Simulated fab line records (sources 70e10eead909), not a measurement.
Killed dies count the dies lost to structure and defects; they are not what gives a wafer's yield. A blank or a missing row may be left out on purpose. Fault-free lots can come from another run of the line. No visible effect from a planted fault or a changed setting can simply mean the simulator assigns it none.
Chamber matching + flow nand_harc + rie_diel-12 running NHARC_A_BLC_DESCUM_15: 4 sister chambers
The step chemistry O2, time 3 s. 4 wafers are shown with their chamber, then 12 later ones without.

WAFERS, EACH WITH ITS CHAMBER
| wafer  | chamber | showerhead_plenum_p_Torr (Torr) |
|--------|---------|---------------------------------|
| L088.1 | 0       | 1.98                            |
| L091.5 | 1       | 1.88                            |
| L090.1 | 3       | 1.84                            |
| L090.5 | 2       | 1.86                            |

WAFERS WITH NO CHAMBER GIVEN
| wafer  | showerhead_plenum_p_Torr (Torr) |
|--------|---------------------------------|
| L092.1 | 1.98                            |
| L092.2 | 1.86                            |
| L092.4 | 1.84                            |
| L095.1 | 1.86                            |
| L095.2 | 1.84                            |
| L095.5 | 1.86                            |
| L093.1 | 1.88                            |
| L093.5 | 1.84                            |
| L093.6 | 1.86                            |
| L097.1 | 1.97                            |
| L097.2 | 1.88                            |
| L097.4 | 1.86                            |

EACH ONE'S CHAMBER
| wafer  | from the rows above | in truth |
|--------|---------------------|----------|
| L092.1 | 0                   | 0        |
| L092.2 | 2                   | 2        |
| L092.4 | 3                   | 3        |
| L095.1 | 2                   | 2        |
| L095.2 | 3                   | 3        |
| L095.5 | 2                   | 2        |
| L093.1 | 1                   | 1        |
| L093.5 | 3                   | 3        |
| L093.6 | 2                   | 2        |
| L097.1 | 0                   | 0        |
| L097.2 | 1                   | 1        |
| L097.4 | 2                   | 2        |
Correct placement for 12 of the 12. Left unplaced by these rows: 0. 0 placed wrongly.
How it was worked out, from the rows above alone: a wafer's distance from a chamber is the root of the sum, over the readings, of the square of ((its reading less the chamber's mean) divided by the reading's scatter). If the next closest chamber is less than 2 further off than the closest, the wafer can't be placed; otherwise it belongs to the closest. A chamber's mean is the mean of its shown wafers. The scatter: with one shown wafer a chamber, the root of the mean of the squares of how far each hidden wafer lies from its nearest shown one.
